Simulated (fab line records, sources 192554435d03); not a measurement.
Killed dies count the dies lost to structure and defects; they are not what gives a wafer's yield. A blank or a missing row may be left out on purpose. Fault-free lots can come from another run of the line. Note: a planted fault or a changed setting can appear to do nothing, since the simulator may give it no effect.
Split-lot experiment | flow n5 finfet | on a route of 1938 steps: 7 lots, 39 wafers read

== THE SPLIT ITSELF ==
At N5_PASSIVATION_ETCH_15 (etches SiCN in CF4/N2, target depth 75 nm, time 81.2 s), the setting target depth a was moved away from the recipe's 750 angstrom on 18 of the 39 wafers read, by -55.8% to +53.2%. All remaining wafers had this setting at the recipe value.

The reading is taken at the split's own step.

== THE READING ==
etch.depth nm (the simulator's own value, which no gauge read), in nm, at N5_PASSIVATION_ETCH_15 (etches SiCN in CF4/N2, target depth 75 nm, time 81.2 s). The file gives no usual value for it. Here, 21 wafers ran the recipe; their average is 65.30 nm with a standard deviation of 1.2 nm.

wafer  | tool, chamber at the split | target depth a as run, angstrom | against the recipe | etch.depth nm, nm | against lot-mates on the recipe
L074.3 | rie diel-05, 2             | 750                             | recipe             | 67.07             | -
L074.5 | rie diel-05, 0             | 750                             | recipe             | 63.89             | -
L074.6 | rie diel-05, 1             | 750                             | recipe             | 64.47             | -
L075.1 | rie diel-04, 1             | 1110                            | +48.0%             | 97.44             | +31.29
L075.2 | rie diel-04, 2             | 1110                            | +48.0%             | 99.65             | +33.50
L075.3 | rie diel-04, 3             | 750                             | recipe             | 65.2              | -
L075.4 | rie diel-04, 0             | 750                             | recipe             | 66.64             | -
L075.5 | rie diel-04, 1             | 1110                            | +48.0%             | 97.98             | +31.83
L075.6 | rie diel-04, 0             | 750                             | recipe             | 66.6              | -
L081.1 | rie diel-02, 1             | 1089                            | +45.2%             | 92.61             | +27.23
L081.2 | rie diel-02, 2             | 1089                            | +45.2%             | 92.99             | +27.61
L081.3 | rie diel-02, 0             | 750                             | recipe             | 65.84             | -
L081.4 | rie diel-02, 0             | 750                             | recipe             | 65.77             | -
L081.5 | rie diel-02, 2             | 1089                            | +45.2%             | 93.73             | +28.35
L081.6 | rie diel-02, 1             | 750                             | recipe             | 64.53             | -
L080.1 | rie diel-04, 2             | 331.3                           | -55.8%             | 29.63             | -36.81
L080.2 | rie diel-04, 3             | 750                             | recipe             | 65.8              | -
L080.3 | rie diel-04, 0             | 750                             | recipe             | 67.32             | -
L080.4 | rie diel-04, 1             | 331.3                           | -55.8%             | 29.71             | -36.73
L080.5 | rie diel-04, 2             | 331.3                           | -55.8%             | 29.76             | -36.68
L080.6 | rie diel-04, 3             | 750                             | recipe             | 66.19             | -
L088.1 | rie diel-05, 1             | 1149                            | +53.2%             | 98.66             | +34.60
L088.2 | rie diel-05, 0             | 750                             | recipe             | 63.76             | -
L088.3 | rie diel-05, 3             | 1149                            | +53.2%             | 96.38             | +32.32
L088.4 | rie diel-05, 2             | 1149                            | +53.2%             | 100.4             | +36.34
L088.5 | rie diel-05, 0             | 750                             | recipe             | 64.08             | -
L088.6 | rie diel-05, 1             | 750                             | recipe             | 64.33             | -
L093.1 | rie diel-04, 2             | 580                             | -22.7%             | 51.64             | -14.38
L093.2 | rie diel-04, 0             | 750                             | recipe             | 66.91             | -
L093.3 | rie diel-04, 1             | 750                             | recipe             | 66.23             | -
L093.4 | rie diel-04, 3             | 750                             | recipe             | 64.93             | -
L093.5 | rie diel-04, 1             | 580                             | -22.7%             | 51.29             | -14.73
L093.6 | rie diel-04, 2             | 580                             | -22.7%             | 51.75             | -14.27
L094.1 | rie diel-05, 2             | 750                             | recipe             | 64.74             | -
L094.2 | rie diel-05, 1             | 636.7                           | -15.1%             | 54.8              | -9.11
L094.3 | rie diel-05, 3             | 636.7                           | -15.1%             | 52.95             | -10.96
L094.4 | rie diel-05, 0             | 636.7                           | -15.1%             | 54.15             | -9.76
L094.5 | rie diel-05, 1             | 750                             | recipe             | 64.01             | -
L094.6 | rie diel-05, 0             | 750                             | recipe             | 62.97             | -

FIT RESULTS
A straight line over all 39 wafers: etch.depth nm changes by +0.642 nm for each +1% of target depth a; r = +1.00; the points scatter about the line by 1.4 nm.
The same after taking each lot's own level away (the mean of its wafers on the recipe; 39 wafers): +0.649 nm for each +1%; r = +1.00; scatter 1 nm.
The reading moves by 36 nm for the largest change in target depth a, on that fit.
The lots' own levels span 63.907 to 66.437 nm, that is 2.1 times the standard deviation above.
So the lot-to-lot level changes the slope little: the two slopes agree.
Check: for one of the wafers moved furthest among these (-55.8%), held out of the fit, the line's prediction against its lot-mates is -36.2 nm. It came out at -36.8 nm against them.

== ADDITIONAL SPLITS CARRIED BY THESE WAFERS ==
Other splits were also applied to these wafers ahead of the reading. Each is held against what the fit with the lots' levels taken away leaves over:
other split on the same wafers  | wafers away from the commonest value | r with etch.depth nm (lot level and that fit taken away)
N5_BEOL_M6_ETCH_62 time s       | 15                                   | -0.18
N5_BEOL_M9_CVD_78 target thk a  | 12                                   | -0.20
N5_BEOL_M10_DEP_56 target thk a | 6                                    | +0.16
N5_BEOL_M13_SPUTTER_43 time s   | 15                                   | -0.09

== FILE'S OWN FIT ==
etch.depth nm changes by +0.649 nm for each +1% of target depth a, r = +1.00.
